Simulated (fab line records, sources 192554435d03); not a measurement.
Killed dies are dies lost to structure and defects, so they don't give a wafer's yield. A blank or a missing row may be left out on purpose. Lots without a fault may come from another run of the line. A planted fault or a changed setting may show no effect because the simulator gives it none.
A struck lot beside a sound one | flow n5_finfet | 45 steps out of a route of 1938
Sound: wafers L790.1, L790.3, L790.4. Struck: wafer L804.6. (L804.1 of the same lot was not struck and is left out.) The cause comes at the end.
At each step with rows: each side's tool, then ch and its chambers, then its first start. Under that, the readings that differ: sound wafers | struck wafers | difference of the means | sigmas: that difference in standard deviations of wafers without a fault.
alike: readings whose means differ by less than 2 such deviations, and words and numbers that are the same on both sides. not compared: withheld readings, readings that some wafer has no value for, bounds like >300 that may hide the same value, and numbers for which the record gives no deviation and whose values overlap.
The two part at a step that has a row with sigmas, a row that says differs or no value, or rows on one side only. Numbers that don't overlap but have no deviation are shown without sigmas and don't part them. A reading that every wafer of one side lacks parts them only if that side has two wafers or more.

first, 11 steps without rows for these wafers: N5_BEOL_M2_DESCUM_33 (chemistry O2, time 7 s); N5_BEOL_M2_ETCH_77 (etches underlayer in N2/H2, target depth 6.5 nm, time 5.2 s); N5_BEOL_M2_ETCH_69 (etches SiARC in CF4, target depth 15.6 nm, time 26 s); N5_BEOL_M2_ALD_98 (deposits SiO2, target thk 2.5 nm, pulse time 1 s, co reactant pulse time 1 s); N5_BEOL_M2_ETCHBACK_99 (etches SiO2 in CHF3, target depth 5 nm, time 10.4 s); N5_BEOL_M2_ETCH_70 (etches SOC in N2/H2, target depth 80 nm, overetch 24 nm, time 130 s); N5_BEOL_M2_STRIP_71 (strips in N2/H2); N5_BEOL_M2_STRIP_78 (strips in N2/H2); N5_BEOL_M2_VIA_ETCH_34 (etches the open film in C4F6/O2, target depth 69.4 nm, time 65.9 s); N5_BEOL_M2_STRIP_83 (strips in C4F6/O2); N5_BEOL_M2_STRIP_36 (strips in N2/H2).
N5_BEOL_M2_TRENCH_ETCH_37: etches SiOC in C4F6/O2, target depth 55.555 nm, time 29.2 s.
  sound on rie_diel-01 ch 0,2, day 8 22:11; struck on rie_diel-01 ch 2, day 12 13:27
  reading                                    | sound             | struck | difference | sigmas
  oes_product_au (a.u.)                      | 1.00 0.76 0.75    | 0.59   | -0.25      | -3
  model.BEOL_M2.feature_depth_nm (nm)        | 57 55.2 55.4      | 38     | -18        |
  model.etch.depth_nm (nm)                   | 57.03 55.15 55.39 | 37.96  | -17.90     |
  model.TiN_of_BEOL_M2_HM_DEP_02.thk_nm (nm) | 17.8 17.8 17.6    | 18.4   | +0.7       |
  alike: drypump_motor_current_A, rf_vpp_V, showerhead_plenum_p_Torr, throttle_valve_pct
  not compared: rf_hours_counter_h
then, 2 steps without rows for these wafers: N5_BEOL_M2_ETCH_41 (etches SiCN in CH3F/O2, target depth 29.9 nm, time 52.5 s); N5_BEOL_M2_STRIP_97 (strips in N2/H2, time 10 s).
N5_BEOL_M2_OCD_MEAS_38:
  sound on ocd-01, day 8 22:20; struck on ocd-02, day 12 13:36
  reading              | sound          | struck | difference | sigmas
  trench_depth_nm (nm) | 57.0 55.4 55.0 | 38.3   | -17.5      | -13
then, 25 steps without rows for these wafers: N5_BEOL_M2_HM_STRIP_39 (strips TiN in peroxide tin strip, target depth 25 nm, time 158 s); N5_BEOL_M2_SRD_40 (time 30 s); N5_BEOL_M2_PRECLEAN_42 (cleans in residue remover, time 60 s); N5_BEOL_M2_SRD_43 (time 30 s); N5_BEOL_M2_DEGAS_44 (time 60 s); N5_BEOL_M2_PRE_CLEAN_45 (time 30 s); N5_BEOL_M2_ALD_84 (deposits TaN, pulse time 2 s, purge time 3 s, co reactant purge time 2 s); N5_BEOL_M2_SURFACE_TREAT_85; N5_BEOL_M2_CVD_47 (deposits Co from CCTBA/H2, target thk 3 nm, time 223.8 s); N5_BEOL_M2_SPUTTER_48 (material Cu, target thk 4.5 nm, time 8.29 s); N5_BEOL_M2_ANNEAL_49 (time 240 s); N5_BEOL_M2_SPUTTER_79 (material Cu, target thk 4.5 nm, time 8.29 s); N5_BEOL_M2_ANNEAL_80 (time 240 s); N5_BEOL_M2_SPUTTER_81 (material Cu, target thk 4.5 nm, time 8.29 s); N5_BEOL_M2_ANNEAL_82 (time 240 s); N5_BEOL_M2_SPUTTER_86 (material Cu, target thk 4.5 nm, time 8.29 s); N5_BEOL_M2_ANNEAL_87 (time 240 s); N5_BEOL_M2_SPUTTER_88 (material Cu, target thk 4.5 nm, time 8.29 s); N5_BEOL_M2_ANNEAL_89 (time 240 s); N5_BEOL_M2_SPUTTER_90 (material Cu, target thk 4.5 nm, time 8.29 s); N5_BEOL_M2_ANNEAL_91 (time 240 s); N5_BEOL_M2_SPUTTER_92 (material Cu, target thk 4.5 nm, time 8.29 s); N5_BEOL_M2_ANNEAL_93 (time 240 s); N5_BEOL_M2_SPUTTER_94 (material Cu, target thk 4.5 nm, time 8.29 s); N5_BEOL_M2_ANNEAL_95 (time 240 s).
N5_BEOL_M2_CMP_52: polishes, stops on SiOC, t overpolish 6.8 s, target thk 40 nm.
  sound on cmp-02 ch 0,2,3, day 9 01:52; struck on cmp-03 ch 1, day 12 20:05
  reading                                | sound          | struck | difference | sigmas
  motor_current_A (A)                    | 5.4 5.4 5.4    | 6.8    | +1.4       | +2
  model.Cu_of_BEOL_M2_ECD_50.thk_nm (nm) | 43.6 40.4 39.6 | 21.4   | -19.8      |
  alike: barrier_field_endpoint_s, overpolish_run_s, time_to_endpoint_s
N5_BEOL_M2_THK_MEAS_53: measures by xrf.
  sound on film_metro-01, day 9 02:10; struck on film_metro-01, day 12 20:18
  reading     | sound          | struck | difference | sigmas
  M2_THK (nm) | 44.3 41.2 40.3 | 21.9   | -20.0      | -11
N5_BEOL_M2_RS_MEAS_58: measures by four-point-probe.
  sound on film_metro-01, day 9 02:30; struck on film_metro-02, day 12 20:34
  reading        | sound          | struck | difference | sigmas
  M2_RS (ohm/sq) | 0.60 0.66 0.67 | 1.54   | +0.90      | +23
N5_BEOL_M4_RC_MEAS_101:
  sound on prober-01 ch 0, day 10 10:53; struck on prober-01 ch 0, day 13 21:15
  reading                   | sound                | struck | difference | sigmas
  SERP_M2 (ohm/um)          | 184 186 225          | 449    | +251       | +16
  SERP_M2_max_site (ohm/um) | 203 203 239          | 464    | +249       | +14
  VT_P (mV)                 | -253.3 -254.8 -250.4 | -247.0 | +5.8       | +2
  alike: DIBL_N, DIBL_P, IOFF_N, IOFF_P, ION_N, ION_P, SS_N, SS_P, VT_N
-- the record jumps here: 5 days lie between the struck wafers' starts before and after (it left off in module BEOL_M4 and takes up again in module PASSIVATION, whose first step shown is number 1936 of the route) --
N5_PASSIVATION_PROBE_49:
  sound on prober-02, day 15 14:35; struck on prober-02, day 18 11:50
  reading                  | sound          | struck | difference | sigmas
  defect_limited_yield (%) | 91.0 89.4 90.4 | 69.4   | -20.9      | -15
  killed_at_M0_to_M3       | 33 56 47       | 284    | +239       | +22
  killed_dies              | 106 125 113    | 361    | +246       | +14
  killed_on_rim            | 19 16 14       | 49     | +33        | +8
  sort_bin_8_speed (%)     | 0 0 0          | 21.7   | +21.7      | +20
  sort_n_pass              | 1074 1055 1067 | 819    | -246       | -12
  alike: killed_at_M4_up, killed_at_contacts, killed_at_front_end, killed_at_other, killed_open, killed_short, sort_bin_5_function, sort_bin_6_memory

WHERE THEY PART
First at N5_BEOL_M2_TRENCH_ETCH_37; last, within this record, at N5_PASSIVATION_PROBE_49.

WHY: what the simulator had put in
Process parameter drift: rie_diel-01, from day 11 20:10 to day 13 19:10, at N5_BEOL_M2_TRENCH_ETCH_37. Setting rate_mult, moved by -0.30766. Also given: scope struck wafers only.
